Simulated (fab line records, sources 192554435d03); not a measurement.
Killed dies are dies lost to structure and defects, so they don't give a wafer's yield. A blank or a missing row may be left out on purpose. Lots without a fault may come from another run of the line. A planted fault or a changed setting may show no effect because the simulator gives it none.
Split-lot experiment | flow n5_finfet | 7 lots, 21 wafers read, on a route of 1938 steps

THE SPLIT
At N5_BEOL_M0_SAQP_PECVD_00 (deposits SiCN from 3MS/NH3, target thk 8 nm, time 14 s), the setting time_s was moved away from the recipe's 14 s on 8 of the 21 wafers read, by -14.7% to +11.5%. The other wafers ran this setting at the recipe's value.

The reading is taken at the split's own step.

THE READING
SiCN_of_BEOL_M0_SAQP_PECVD_00.thk_nm (the simulator's own value, which no gauge read), in nm, at N5_BEOL_M0_SAQP_PECVD_00 (deposits SiCN from 3MS/NH3, target thk 8 nm, time 14 s). The file gives no usual value for it. The 13 wafers here that ran the recipe average 8.0 nm, standard deviation 0.13 nm.

wafer  | tool, chamber at the split | time_s as run, s | against the recipe | SiCN_of_BEOL_M0_SAQP_PECVD_00.thk_nm, nm | against lot-mates on the recipe
L075.1 | pecvd-01, 2                | 11.94            | -14.7%             | 6.6                                      | -1.3
L075.4 | pecvd-01, 1                | 14               | recipe             | 8                                        | -
L075.5 | pecvd-01, 2                | 14               | recipe             | 7.8                                      | -
L080.3 | pecvd-01, 0                | 14               | recipe             | 7.8                                      | -
L080.4 | pecvd-01, 0,1              | 14               | recipe             | 8                                        | -
L080.6 | pecvd-01, 0,1              | 14               | recipe             | 8                                        | -
L083.3 | pecvd-01, 1                | 14               | recipe             | 7.8                                      | -
L083.5 | pecvd-01, 0,2              | 15.61            | +11.5%             | 9                                        | +1.2
L083.6 | pecvd-01, 0,2              | 15.61            | +11.5%             | 9                                        | +1.2
L084.1 | pecvd-04, 2                | 14               | recipe             | 8.2                                      | -
L084.2 | pecvd-04, 0                | 14               | recipe             | 7.8                                      | -
L084.5 | pecvd-04, 2                | 14               | recipe             | 8                                        | -
L085.4 | pecvd-01, 1,0              | 15               | +7.1%              | 8.6                                      | +0.6
L085.5 | pecvd-01, 1,0              | 15               | +7.1%              | 8.6                                      | +0.6
L085.6 | pecvd-01, 2                | 14               | recipe             | 8                                        | -
L090.2 | pecvd-01, 1                | 14               | recipe             | 8                                        | -
L090.3 | pecvd-01, 0                | 14               | recipe             | 8.2                                      | -
L090.6 | pecvd-01, 1                | 15.23            | +8.8%              | 8.8                                      | +0.7
L092.1 | pecvd-04, 0,1              | 15.09            | +7.8%              | 8.6                                      | +0.6
L092.4 | pecvd-04, 0,1              | 15.09            | +7.8%              | 8.6                                      | +0.6
L092.2 | pecvd-04, 2                | 14               | recipe             | 8                                        | -
Where a row lists several chambers, the file gives one row for several wafers and doesn't say which wafer went through which chamber.

THE FIT
A straight line over all 21 wafers: SiCN_of_BEOL_M0_SAQP_PECVD_00.thk_nm changes by +0.0901 nm for each +1% of time_s; r = +0.98; the points scatter about the line by 0.11 nm.
The same after taking each lot's own level away (the mean of its wafers on the recipe; 21 wafers): +0.0908 nm for each +1%; r = +0.98; scatter 0.11 nm.
On that fit, the largest move of time_s shifts the reading by 1.3 nm.
The lots' own levels span 7.80 to 8.10 nm, that is 2.3 times the standard deviation above.
So the lot-to-lot level changes the slope little: the two slopes agree.
Check: with one of the wafers moved furthest among these (-14.7%) left out of the fit, the line predicts -1.37 nm for it against its lot-mates. It came out at -1.3 nm against them.

OTHER SPLITS ON THESE WAFERS
These wafers also went through other splits before the reading. Each is held against what the fit with the lots' levels taken away leaves over:
other split on the same wafers       | wafers away from the commonest value | r with SiCN_of_BEOL_M0_SAQP_PECVD_00.thk_nm (lot level and that fit taken away)
N5_SD_EPI_N_EPI_21 epi_growth_time_s | 9                                    | +0.19
N5_HKMG_FIN_EXPOSE_46 dose_mj        | 7                                    | -0.20
N5_HKMG_FIN_ETCH_55 bias_w           | 8                                    | -0.02
N5_HKMG_FIN_ETCH_58 source_w         | 5                                    | +0.08
N5_GATE_CUT_CUT_ETCH_54 icp_w        | 7                                    | -0.13
N5_MOL_CONTACT_COAG_COAT_76 spin_rpm | 6                                    | +0.08

THE FILE'S OWN FIT
SiCN_of_BEOL_M0_SAQP_PECVD_00.thk_nm changes by +0.0894 nm for each +1% of time_s, r = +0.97.
